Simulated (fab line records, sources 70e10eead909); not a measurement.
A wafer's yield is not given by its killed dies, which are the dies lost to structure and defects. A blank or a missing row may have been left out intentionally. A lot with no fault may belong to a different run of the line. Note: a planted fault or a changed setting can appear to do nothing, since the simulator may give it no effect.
fab line records	flow nand_harc
[record] lots = 13	wafers = 39	last_day = 33
route steps=1302 shown A_CHANNEL_HOLE_D2@590 A_CHANNEL_FILL_D2@633 END@1302
lots untouched by any fault: they come from a run of this same line in which no faults occurred
start_h: the number of hours between the record's first day and the start of the first shown wafer of the lot	wait_h: hours since the lot's step before	" as in the row above	L1.1+2: a single row standing in for several wafers	- either no value or no given start	* or withheld: withheld	< > ~ a bound
route shown NAME@n: a module of which the file shows steps, and the number in the route of the first	usual: average and standard deviation across the fault-free wafers	same: alike in all rows	chamber/n: place in a boat	sites: the reading at each site	_std_site: their standard deviation	_edge_site: mean of outer sites minus mean of inner sites	radius_mm: for every site, how far away it sits from the centre of the wafer	mask NAME#n: copy n	behind: tool/chamber where the wafer was last shaped	hold: cause of the lot's hold/its duration in hours/its outcome	device: whichever transistor did not switch (one of n, p or np)	end of line: tests run on the same wafers once the route is complete	for a step that has no rows: nothing shown but its recipe	killed: dies lost to structure and defects at the first sort, not the wafer's yield	map: a wafer's dies, marking killed ones x, the rest . and places with no die _
set.NAME: the setting the step ran with; set.NAME@STEP: the setting that earlier step ran with	model.NAME: the simulator's own value behind a step, which no gauge read
steps of the route over a sample of lots; a table a step, a row a wafer
services: the hour from which a tool's chamber was out of use, counted from the record's first day as start_h (under 0 if before that day), plus the number of hours and why
[[steps]]
[step NHARC_A_CHANNEL_HOLE_D2_CD_MEAS_18]
[usual] cd_nm = 101/3.3
lot.wafer	tool	chamber	start_h	wait_h	cd_nm
L552.1	cd_sem-03	-	325.28	-	105
L552.2	"	-	"	"	94
L552.5	"	-	"	"	103
L553.4	cd_sem-01	-	331.15	-	99
L553.5	"	-	"	"	102
L553.6	"	-	"	"	100
L554.3	cd_sem-01	-	340.37	-	100
L554.4	"	-	"	"	100
L554.6	"	-	"	"	102
L556.2	cd_sem-02	-	363.64	-	98
L556.4	"	-	"	"	106
L556.5	"	-	"	"	99
L557.2	cd_sem-02	-	364.52	-	93
L557.4	"	-	"	"	96
L557.6	"	-	"	"	96
L558.2	cd_sem-02	-	388.03	-	103
L558.3	"	-	"	"	98
L558.5	"	-	"	"	101
L559.1	cd_sem-02	-	389.34	-	103
L559.2	"	-	"	"	104
L559.3	"	-	"	"	109
L560.1	cd_sem-01	-	397.11	-	102
L560.3	"	-	"	"	102
L560.6	"	-	"	"	104
L568.3	cd_sem-03	-	481.82	-	96
L568.5	"	-	"	"	101
L568.6	"	-	"	"	97
L569.1	cd_sem-01	-	499.21	-	98
L569.4	"	-	"	"	105
L569.5	"	-	"	"	98
L571.4	cd_sem-03	-	512.48	-	95
L571.5	"	-	"	"	96
L571.6	"	-	"	"	103
L570.1	cd_sem-03	-	513.84	-	100
L570.4	"	-	"	"	102
L570.5	"	-	"	"	96
L572.1	cd_sem-01	-	522.00	-	104
L572.3	"	-	"	"	102
L572.4	"	-	"	"	99
[step NHARC_A_CHANNEL_HOLE_D2_ETCH_20]
[recipe] bias_v = 3000	source_w = withheld	pressure_mtorr = 20	time_s = 361.9	ar_flow_sccm = 375	c4f8_flow_sccm = 89.3	o2_flow_sccm = 35.7	temp_c = -20	target_depth_a = 16000	chemistry = C4F8/O2/Ar
[usual] drypump_motor_current_A = 6.01/0.28	showerhead_plenum_p_Torr = 3.72/0.097	throttle_valve_pct = 32.155/0.0092
lot.wafer	tool	chamber	start_h	wait_h	drypump_motor_current_A	rf_hours_counter_h	showerhead_plenum_p_Torr	throttle_valve_pct
L552.1	har_etch-02	0	325.46	0.1	5.51	374	3.72	32.180
L552.2	"	1	"	"	6.15	374	3.60	32.162
L552.5	"	1	"	"	6.15	-	3.60	32.163
L553.4	har_etch-01	1	331.48	0.2	6.17	-	3.69	32.167
L553.6	"	0	"	"	6.17	-	3.69	32.158
L553.5	"	1	"	"	6.19	-	3.69	32.154
L554.3	har_etch-01	0	340.65	0.2	6.16	-	3.68	32.143
L554.4	"	1	"	"	6.17	-	3.68	32.155
L554.6	"	1	"	"	6.15	-	3.68	32.152
L556.2	har_etch-01	0	363.87	0.1	6.16	188	3.68	32.158
L556.4	"	0	"	"	6.15	-	3.68	32.150
L556.5	"	0	"	"	6.16	-	3.68	32.157
L557.2	har_etch-01	1	367.96	0.1	6.21	191	3.68	32.146
L557.4	"	0	"	"	6.18	-	3.68	32.159
L557.6	"	0	"	"	6.16	-	3.68	32.159
L558.2	har_etch-02	0	394.17	0.1	5.55	0	3.70	32.154
L558.3	"	1	"	"	6.17	-	3.93	32.164
L558.5	"	0	"	"	5.55	-	3.70	32.166
L559.1	har_etch-01	0	396.74	0.1	6.15	210	3.67	32.156
L559.2	"	1	"	"	6.18	210	3.67	32.164
L559.3	"	1	"	"	6.18	-	3.67	32.139
L560.1	har_etch-02	1	398.28	0.1	6.17	4	3.93	32.130
L560.3	"	1	"	"	6.17	-	3.93	32.148
L560.6	"	0	"	"	5.54	-	3.70	32.151
L568.3	har_etch-02	1	482.10	0.2	6.16	-	3.90	32.165
L568.6	"	1	"	"	6.16	-	3.90	32.144
L568.5	"	0	"	"	5.54	-	3.68	32.143
L569.1	har_etch-02	1	500.06	0.1	6.20	61	3.90	32.167
L569.4	"	1	"	"	6.19	-	3.90	32.152
L569.5	"	1	"	"	6.20	-	3.90	32.167
L571.4	har_etch-01	1	512.82	0.2	6.18	-	3.63	32.155
L571.5	"	0	"	"	6.16	-	3.63	32.143
L571.6	"	1	"	"	6.16	-	3.63	32.157
L570.1	har_etch-02	1	514.03	0.1	6.19	65	3.90	32.150
L570.4	"	1	"	"	6.22	-	3.90	32.149
L570.5	"	0	"	"	5.52	-	3.67	32.152
L572.1	har_etch-02	0	526.18	0.1	5.55	76	3.66	32.168
L572.4	"	0	"	"	5.54	-	3.66	32.168
L572.3	"	1	"	"	6.20	-	3.89	32.148
[step NHARC_A_CHANNEL_HOLE_D2_ETCH_23]
[recipe] bias_v = 5000	source_w = withheld	pressure_mtorr = 20	time_s = 819	ar_flow_sccm = 375	c4f8_flow_sccm = 89.3	o2_flow_sccm = 35.7	temp_c = -20	target_depth_a = 16000	chemistry = C4F8/O2/Ar
[usual] drypump_motor_current_A = 6.02/0.28	showerhead_plenum_p_Torr = 3.71/0.097	throttle_valve_pct = 32.154/0.0084
lot.wafer	tool	chamber	start_h	wait_h	drypump_motor_current_A	rf_hours_counter_h	showerhead_plenum_p_Torr	throttle_valve_pct
L552.1	har_etch-02	0	326.79	0.5	5.53	376	3.72	32.144
L552.2	"	1	"	"	6.16	376	3.60	32.140
L552.5	"	1	"	"	6.16	-	3.60	32.170
L553.4	har_etch-01	1	333.01	0.5	6.21	-	3.69	32.154
L553.6	"	0	"	"	6.16	-	3.69	32.159
L553.5	"	1	"	"	6.20	-	3.69	32.163
L554.3	har_etch-01	0	342.12	0.5	6.17	-	3.68	32.148
L554.4	"	1	"	"	6.19	-	3.68	32.157
L554.6	"	1	"	"	6.17	-	3.68	32.154
L556.2	har_etch-01	0	365.26	0.5	6.16	189	3.68	32.168
L556.4	"	0	"	"	6.15	-	3.68	32.170
L556.5	"	0	"	"	6.15	-	3.68	32.158
L557.2	har_etch-01	1	369.28	0.5	6.17	193	3.67	32.141
L557.4	"	0	"	"	6.17	-	3.68	32.160
L557.6	"	0	"	"	6.15	-	3.68	32.156
L558.2	har_etch-02	0	395.54	0.5	5.52	1	3.70	32.132
L558.3	"	1	"	"	6.13	-	3.93	32.165
L558.5	"	0	"	"	5.54	-	3.70	32.163
L559.1	har_etch-01	0	398.08	0.5	6.14	212	3.67	32.154
L559.2	"	1	"	"	6.20	212	3.67	32.153
L559.3	"	1	"	"	6.20	-	3.66	32.161
L560.1	har_etch-02	1	399.60	0.5	6.22	5	3.93	32.147
L560.3	"	1	"	"	6.21	-	3.93	32.140
L560.6	"	0	"	"	5.54	-	3.70	32.154
L568.3	har_etch-02	1	483.56	0.5	6.18	-	3.90	32.163
L568.6	"	1	"	"	6.20	-	3.90	32.149
L568.5	"	0	"	"	5.53	-	3.67	32.181
L569.1	har_etch-02	1	501.43	0.5	6.19	62	3.90	32.150
L569.4	"	1	"	"	6.21	-	3.90	32.143
L569.5	"	1	"	"	6.17	-	3.90	32.160
L571.4	har_etch-01	1	514.34	0.5	6.20	-	3.63	32.164
L571.5	"	0	"	"	6.16	-	3.63	32.141
L571.6	"	1	"	"	6.22	-	3.63	32.163
L570.1	har_etch-02	1	515.36	0.5	6.15	66	3.90	32.145
L570.4	"	1	"	"	6.18	-	3.90	32.145
L570.5	"	0	"	"	5.51	-	3.67	32.158
L572.1	har_etch-02	0	527.51	0.5	5.55	78	3.66	32.144
L572.4	"	0	"	"	5.51	-	3.66	32.163
L572.3	"	1	"	"	6.19	-	3.89	32.156
[step NHARC_A_CHANNEL_FILL_D2_CMP_10]
[recipe] target_thk_nm = 150
[usual] edge_zone_pressure_frac = 1.000/0.0053	motor_current_A = 11.7/1.1	time_to_endpoint_s = 14/3.7
lot.wafer	tool	chamber	start_h	wait_h	edge_zone_pressure_frac	motor_current_A	time_to_endpoint_s
L552.2	cmp-04	2	383.71	0.4	1.006	12.0	18
L552.1	"	3	"	"	1.003	11.3	11
L552.5	"	2	"	"	1.002	11.4	14
L553.4	cmp-04	2	383.89	0.6	0.992	11.4	14
L553.6	"	0	"	"	0.995	11.3	16
L553.5	"	1	"	"	0.995	10.0	9
L554.3	cmp-01	3	395.06	0.4	1.001	11.3	7
L554.4	"	2	"	"	1.022	11.3	11
L554.6	"	0	"	"	0.997	14.0	11
L556.4	cmp-04	1	417.46	0.4	0.992	10.0	10
L556.2	"	3	"	"	1.003	11.8	16
L556.5	"	2	"	"	1.004	11.1	17
L557.2	cmp-01	3	423.55	0.4	1.001	10.8	12
L557.4	"	0	"	"	0.994	13.4	11
L557.6	"	2	"	"	1.004	11.1	14
L559.2	cmp-03	2	449.32	0.4	-	-	-
L559.1	"	3	"	"	-	-	-
L559.3	"	0	"	"	-	-	-
L558.2	cmp-01	0	449.34	0.4	-	-	-
L558.3	"	1	"	"	-	-	-
L558.5	"	3	"	"	-	-	-
L560.3	cmp-04	1	452.99	0.4	-	-	-
L560.1	"	3	"	"	-	-	-
L560.6	"	0	"	"	-	-	-
L568.3	cmp-01	1	537.50	0.4	1.001	12.7	18
L568.5	"	3	"	"	1.004	11.7	16
L568.6	"	0	"	"	1.000	12.8	12
L569.1	cmp-04	3	554.98	0.4	1.004	11.3	8
L569.4	"	1	"	"	0.995	9.6	5
L569.5	"	2	"	"	1.001	11.3	10
L571.4	cmp-04	1	567.13	0.4	1.004	10.0	8
L571.5	"	1	"	"	1.006	10.0	11
L571.6	"	2	"	"	1.000	10.9	15
L570.4	cmp-01	2	567.18	0.4	0.998	11.2	16
L570.1	"	3	"	"	0.994	11.1	14
L570.5	"	1	"	"	1.005	12.3	22
L572.1	cmp-03	0	579.70	0.4	1.001	11.7	15
L572.4	"	1	"	"	0.998	14.9	20
L572.3	"	2	"	"	0.998	13.9	17
[step NHARC_END_SORT_01]
[recipe] temp_c = 25
[usual] killed_at_array = 55/17	killed_at_other = 0.9/1.2	killed_at_periphery = 3.7/2.5	killed_dies = 59/18	killed_open = 3.4/1.9	killed_short = 2.6/1.6
[same] gross_dies = 677
lot.wafer	tool	chamber	start_h	wait_h	hold	killed_at_array	killed_at_other	killed_at_periphery	killed_dies	killed_open	killed_short
L554.3	prober-01	0	625.40	3.1	-	24	0	2	26	0	4
L554.4	prober-01	0	626.21	3.4	-	23	0	3	26	5	5
L554.6	prober-01	0	627.82	4.0	-	22	0	2	24	7	3
L553.4	prober-02	0	638.19	3.4	-	73	0	3	76	4	3
L553.5	prober-02	0	638.99	3.7	-	71	0	2	73	3	1
L553.6	prober-02	0	639.78	4.0	-	70	0	1	71	10	2
L556.2	prober-01	0	640.23	2.8	-	75	1	2	78	2	1
L556.4	prober-01	0	641.84	3.4	-	81	0	0	81	2	3
L556.5	prober-01	0	642.65	3.7	-	75	0	2	77	2	2
L557.2	prober-02	0	644.38	2.8	-	30	1	1	32	2	1
L557.4	prober-02	0	645.98	3.4	-	31	1	3	35	2	1
L557.6	prober-02	0	647.57	4.0	-	25	3	0	28	4	1
L559.1	prober-02	0	665.49	2.5	await_dispo/6.6h/scrap	676	0	1	677	2	3
L559.2	prober-02	0	666.30	2.8	await_dispo/6.6h/scrap	670	2	5	677	4	4
L559.3	prober-02	0	667.10	3.1	await_dispo/6.6h/scrap	674	0	3	677	3	1
L558.2	prober-01	0	666.26	2.8	await_dispo/4.8h/scrap	668	5	4	677	3	5
L558.3	prober-01	0	667.05	3.1	await_dispo/4.8h/scrap	667	3	7	677	1	1
L558.5	prober-01	0	668.63	3.6	await_dispo/4.8h/scrap	668	3	6	677	3	3
L560.1	prober-01	0	673.21	2.5	await_dispo/2.6h/scrap	670	0	7	677	4	5
L560.3	prober-01	0	674.81	3.1	await_dispo/2.6h/scrap	671	0	6	677	3	2
L560.6	prober-01	0	677.22	4.0	await_dispo/2.6h/scrap	665	0	12	677	1	2
// killed by level:class
L554.3 A_CHANNEL_HOLE_D2:chamber_film_flake=11 A_CONTACT:chamber_film_flake=4 A_CHANNEL_HOLE_D1:chamber_film_flake=3 P_STI:chamber_film_flake=2 A_ONON_D1:geometric_particle:short=1 A_CHANNEL_HOLE_D1:geometric_particle:short=1 A_ONON_D2:geometric_particle:short=1 A_WL_FILL:geometric_particle:short=1
L554.4 A_CHANNEL_HOLE_D2:chamber_film_flake=7 A_CHANNEL_HOLE_D1:chamber_film_flake=3 A_CHANNEL_FILL_D1:geometric_particle:short=2 A_ONON_D2:geometric_particle:open=2 P_STI:chamber_film_flake=2 A_DECK1_JOINT:chamber_film_flake=2 P_M0:geometric_particle:open=1 A_ONON_D1:geometric_particle:short=1
L554.6 A_CHANNEL_HOLE_D1:chamber_film_flake=7 A_CHANNEL_HOLE_D2:chamber_film_flake=3 A_CHANNEL_FILL_D1:geometric_particle:open=2 A_BLC:geometric_particle:open=2 A_CONTACT:chamber_film_flake=2 P_CONTACT:geometric_particle:open=1 A_CHANNEL_HOLE_D1:geometric_particle:short=1 A_CHANNEL_FILL_D2:geometric_particle:short=1
L553.4 A_CHANNEL_HOLE_D1:chamber_film_flake=33 A_SLIT:chamber_film_flake=18 A_STAIRCASE:chamber_film_flake=8 A_CONTACT:chamber_film_flake=5 A_WL_FILL:geometric_particle:short=3 A_CHANNEL_HOLE_D2:chamber_film_flake=3 P_STI:chamber_film_flake=2 P_CONTACT:geometric_particle:open=1
L553.5 A_CHANNEL_HOLE_D1:chamber_film_flake=31 A_SLIT:chamber_film_flake=23 A_CHANNEL_HOLE_D2:chamber_film_flake=9 A_STAIRCASE:chamber_film_flake=4 P_CONTACT:geometric_particle:open=1 A_CHANNEL_HOLE_D1:geometric_particle:open=1 A_CHANNEL_FILL_D2:geometric_particle:open=1 A_WL_FILL:geometric_particle:short=1
L553.6 A_CHANNEL_HOLE_D1:chamber_film_flake=36 A_SLIT:chamber_film_flake=14 A_STAIRCASE:chamber_film_flake=4 A_CHANNEL_HOLE_D2:chamber_film_flake=3 A_ONON_D1:geometric_particle:open=2 A_DECK1_JOINT:geometric_particle:open=2 A_CONTACT:chamber_film_flake=2 P_M0:geometric_particle:open=1
L556.2 A_SLIT:chamber_film_flake=24 A_CHANNEL_HOLE_D1:chamber_film_flake=23 A_SGD_CUT:chamber_film_flake=7 A_CHANNEL_HOLE_D2:chamber_film_flake=5 A_BONDPAD:chamber_film_flake=4 A_CONTACT:chamber_film_flake=3 A_BLC:geometric_particle:open=2 P_GATE:chamber_film_flake=2
L556.4 A_SLIT:chamber_film_flake=26 A_CHANNEL_HOLE_D1:chamber_film_flake=26 A_SGD_CUT:chamber_film_flake=9 A_CHANNEL_HOLE_D2:chamber_film_flake=7 A_BONDPAD:chamber_film_flake=3 A_CHANNEL_FILL_D1:geometric_particle:open=1 A_DECK1_JOINT:geometric_particle:short=1 A_ONON_D2:geometric_particle:short=1
L556.5 A_CHANNEL_HOLE_D1:chamber_film_flake=26 A_SLIT:chamber_film_flake=21 A_CHANNEL_HOLE_D2:chamber_film_flake=11 A_BONDPAD:chamber_film_flake=6 A_SGD_CUT:chamber_film_flake=5 A_CHANNEL_FILL_D1:chamber_film_flake=2 P_CONTACT:geometric_particle:short=1 P_M0:geometric_particle:open=1
L557.2 A_CHANNEL_HOLE_D2:chamber_film_flake=15 A_BONDPAD:chamber_film_flake=5 A_CHANNEL_FILL_D2:chamber_film_flake=2 A_STAIRCASE:chamber_film_flake=2 A_ONON_D1:geometric_particle:open=1 A_CHANNEL_HOLE_D1:geometric_particle:open=1 A_CHANNEL_FILL_D1:geometric_particle:short=1 P_STI:chamber_film_flake=1
L557.4 A_CHANNEL_HOLE_D2:chamber_film_flake=14 A_BONDPAD:chamber_film_flake=5 A_CHANNEL_HOLE_D1:chamber_film_flake=3 A_CHANNEL_FILL_D2:chamber_film_flake=3 P_M2:chamber_film_flake=2 A_STAIRCASE:chamber_film_flake=2 A_CONTACT:chamber_film_flake=2 P_STI:geometric_particle:open=1
L557.6 A_CHANNEL_HOLE_D2:chamber_film_flake=10 THIN_TSV:chamber_film_flake=3 A_CHANNEL_HOLE_D1:chamber_film_flake=2 A_CHANNEL_FILL_D2:chamber_film_flake=2 A_STAIRCASE:chamber_film_flake=2 A_SLIT:chamber_film_flake=2 A_BONDPAD:chamber_film_flake=2 A_ONON_D1:geometric_particle:short=1
L559.1 A_CHANNEL_FILL_D2:area_cmp=639 A_CHANNEL_HOLE_D2:chamber_film_flake=20 A_CHANNEL_HOLE_D1:chamber_film_flake=3 A_ZERO_WELL:chamber_film_flake=2 A_STAIRCASE:chamber_film_flake=2 A_CONTACT:chamber_film_flake=2 A_ONON_D2:geometric_particle:short=1 A_CHANNEL_HOLE_D2:geometric_particle:short=1
L558.2 A_CHANNEL_FILL_D2:area_cmp=597 A_CHANNEL_HOLE_D1:chamber_film_flake=32 A_SLIT:chamber_film_flake=23 THIN_TSV:chamber_film_flake=5 A_CONTACT:chamber_film_flake=4 A_WL_FILL:geometric_particle:short=2 A_CHANNEL_HOLE_D2:unspecified=2 P_CONTACT:geometric_particle:open=1
L559.2 A_CHANNEL_FILL_D2:area_cmp=640 A_CHANNEL_HOLE_D2:chamber_film_flake=11 A_STAIRCASE:chamber_film_flake=5 P_ZERO_WELL:chamber_film_flake=4 A_CHANNEL_HOLE_D1:chamber_film_flake=4 A_ZERO_WELL:chamber_film_flake=3 A_SGD_CUT:geometric_particle:short=2 P_M0:geometric_particle:short=1
L558.3 A_CHANNEL_FILL_D2:area_cmp=594 A_CHANNEL_HOLE_D1:chamber_film_flake=38 A_SLIT:chamber_film_flake=25 P_ZERO_WELL:chamber_film_flake=4 P_BONDPAD:chamber_film_flake=3 THIN_TSV:chamber_film_flake=3 A_CHANNEL_HOLE_D2:unspecified=2 A_STAIRCASE:chamber_film_flake=2
L559.3 A_CHANNEL_FILL_D2:area_cmp=645 A_CHANNEL_HOLE_D2:chamber_film_flake=10 A_CHANNEL_HOLE_D1:chamber_film_flake=8 A_ZERO_WELL:chamber_film_flake=3 A_SLIT:chamber_film_flake=3 A_STAIRCASE:chamber_film_flake=2 P_CONTACT:geometric_particle:open=1 A_CONTACT:geometric_particle:open=1
L558.5 A_CHANNEL_FILL_D2:area_cmp=586 A_SLIT:chamber_film_flake=34 A_CHANNEL_HOLE_D1:chamber_film_flake=32 P_GATE:chamber_film_flake=5 A_ZERO_WELL:chamber_film_flake=4 A_ONON_D2:geometric_particle:short=3 THIN_TSV:chamber_film_flake=3 A_CHANNEL_FILL_D2:chamber_film_flake=2
L560.1 A_CHANNEL_FILL_D2:area_cmp=620 A_CHANNEL_HOLE_D1:chamber_film_flake=36 A_STAIRCASE:chamber_film_flake=4 P_CONTACT:geometric_particle:open=3 A_CONTACT:chamber_film_flake=3 A_CHANNEL_FILL_D1:geometric_particle:short=2 P_STI:chamber_film_flake=2 P_GATE:geometric_particle:open=1
L560.3 A_CHANNEL_FILL_D2:area_cmp=613 A_CHANNEL_HOLE_D1:chamber_film_flake=33 A_CONTACT:chamber_film_flake=7 A_STAIRCASE:chamber_film_flake=6 A_CHANNEL_FILL_D2:chamber_film_flake=4 P_ZERO_WELL:chamber_film_flake=3 P_STI:chamber_film_flake=2 A_ONON_D1:geometric_particle:short=1
L560.6 A_CHANNEL_FILL_D2:area_cmp=608 A_CHANNEL_HOLE_D1:chamber_film_flake=31 P_STI:chamber_film_flake=9 A_STAIRCASE:chamber_film_flake=9 A_CHANNEL_FILL_D1:chamber_film_flake=4 A_CONTACT:chamber_film_flake=4 P_ZERO_WELL:chamber_film_flake=2 A_SLIT:chamber_film_flake=2
[[services]]
tool	chamber	start_h	hours	kind
cmp-04	-	307.08	4.0	pm
cmp-03	-	358.37	4.0	pm
cmp-01	-	363.60	1.0	repair
cmp-03	-	365.79	1.7	repair
har_etch-02	-	377.00	17.0	pm
har_etch-02	0	377.00	17.0	vent_cycle
har_etch-02	1	377.00	17.0	vent_cycle
cmp-03	-	379.69	4.3	repair
cmp-01	-	381.50	4.0	pm
har_etch-02	0	394.00	-	clean
har_etch-02	0	394.00	-	consumable_replace:focus_ring
har_etch-02	1	394.00	-	clean
cmp-04	-	405.08	4.0	pm
cmp-01	-	409.74	1.4	repair
cmp-01	-	417.41	0.3	repair
cmp-04	-	424.42	1.1	repair
cmp-03	-	456.37	4.0	pm
cmp-01	-	479.50	4.0	pm
cmp-04	-	503.08	4.0	pm
cmp-01	-	512.61	1.2	repair
cmp-03	-	541.63	3.1	repair
cmp-03	-	554.37	4.0	pm
cmp-04	-	574.04	0.9	repair
cmp-01	-	577.50	4.0	pm
[[key]]
[first_sign] step = NHARC_A_CHANNEL_FILL_D2_CMP_10	reading = tool_record	direction = missing
[effect] step = NHARC_END_SORT_01	reading = killed_at_array	direction = up	sigmas = 36	usual = 55	struck = 670
[more_kills_born_at] NHARC_A_CHANNEL_FILL_D2_CMP_10@cmp-03 = 1924	NHARC_A_CHANNEL_FILL_D2_CMP_10@cmp-04 = 1841	NHARC_A_CHANNEL_FILL_D2_CMP_10@cmp-01 = 1777
met_at NHARC_A_CHANNEL_FILL_D2_CMP_10
struck_lots L558,L559,L560
later_rows_left_out L558.2,L558.3,L558.5,L559.1,L559.2,L559.3,L560.1,L560.3,L560.6
tester_left_out L558,L559,L560
not_acting_at NHARC_A_CHANNEL_HOLE_D2_CD_MEAS_18,NHARC_A_CHANNEL_HOLE_D2_ETCH_20,NHARC_A_CHANNEL_HOLE_D2_ETCH_23
onset_between 423.55 449.32
[fault] kind = skipped_step_whole	tool = cmp-01,cmp-03,cmp-04	chamber = -	onset_h = 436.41	steps = NHARC_A_CHANNEL_FILL_D2_CMP_10	scope = struck_lots_only
// tester_left_out: of these lots the tester's yield and bins aren't shown, on N5 and GAA mostly nor the transistor test; their killed dies are dies lost to structure and defects alone, not to doping, threshold or leakage, so they don't give the yield
// later_rows_left_out: the simulator's readings of these wafers behind a module that went badly wrong aren't trusted and aren't shown, but for the sort
